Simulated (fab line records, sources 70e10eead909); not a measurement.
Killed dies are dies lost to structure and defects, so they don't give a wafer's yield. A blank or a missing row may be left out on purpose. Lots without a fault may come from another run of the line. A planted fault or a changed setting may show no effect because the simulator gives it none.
Chamber matching | flow nand_harc | NHARC_P_M2_DESCUM_14 on rie_diel-02: 4 sister chambers
The step chemistry O2, time 3 s. 14 wafers are shown with their chamber, then 7 later ones without.

WAFERS WITH THEIR CHAMBER
wafer  | chamber | showerhead_plenum_p_Torr (Torr) | drypump_motor_current_A (A) | oes_product_au (a.u.)
L439.2 | 3       | 2.06                            | 5.3                         | 0.995
L439.3 | 2       | 2.07                            | 5.6                         | 1.017
L439.6 | 1       | 1.98                            | 6.6                         | 1.024
L452.3 | 3       | 2.06                            | 5.3                         | 0.987
L452.4 | 1       | 1.97                            | 6.6                         | 1.002
L452.6 | 3       | 2.06                            | 5.3                         | 0.977
L453.1 | 0       | 1.84                            | 5.1                         | 0.988
L453.3 | 1       | 1.97                            | 6.6                         | 0.997
L453.6 | 0       | 1.84                            | 5.0                         | 0.993
L454.2 | 2       | 2.07                            | 5.7                         | 1.031
L454.4 | 3       | 2.06                            | 5.2                         | 0.977
L454.6 | 2       | 2.07                            | 5.7                         | 1.017
L455.1 | 0       | 1.84                            | 5.1                         | 0.987
L455.3 | 2       | 2.07                            | 5.7                         | 1.019

SIGNATURES (means of the wafers above)
reading                  | chamber 0 | chamber 1 | chamber 2 | chamber 3 | scatter within a chamber
showerhead_plenum_p_Torr | 1.8400    | 1.9733    | 2.0700    | 2.0600    | 0.00258
drypump_motor_current_A  | 5.067     | 6.600     | 5.675     | 5.275     | 0.0465
oes_product_au           | 0.98933   | 1.00767   | 1.02100   | 0.98400   | 0.00893
Rule: a wafer's distance from a chamber is the root of the sum, over the readings, of the square of ((its reading less the chamber's mean) divided by the reading's scatter). The wafer belongs to the nearest chamber; if the next one is less than 2 further off, it can't be placed. The scatter: the root of (the sum of the squares of (reading less its chamber's mean) over the shown wafers, divided by (wafers less chambers)).

WAFERS WITHOUT THEIR CHAMBER
wafer  | showerhead_plenum_p_Torr (Torr) | drypump_motor_current_A (A) | oes_product_au (a.u.)
L455.5 | 2.07                            | 5.6                         | 1.015
L456.2 | 1.84                            | 5.0                         | 1.000
L456.4 | 1.97                            | 6.6                         | 1.011
L456.6 | 1.84                            | 5.0                         | 0.996
L457.1 | 2.07                            | 5.7                         | 1.019
L457.5 | 2.06                            | 5.2                         | 0.972
L457.6 | 1.84                            | 5.1                         | 0.996

WHICH CHAMBER EACH WENT THROUGH
wafer  | from the rows above | in truth
L455.5 | 2                   | 2
L456.2 | 0                   | 0
L456.4 | 1                   | 1
L456.6 | 0                   | 0
L457.1 | 2                   | 2
L457.5 | 3                   | 3
L457.6 | 0                   | 0
Placed correctly: 7 of 7. Can't be placed from these rows: 0. Placed wrongly: 0.
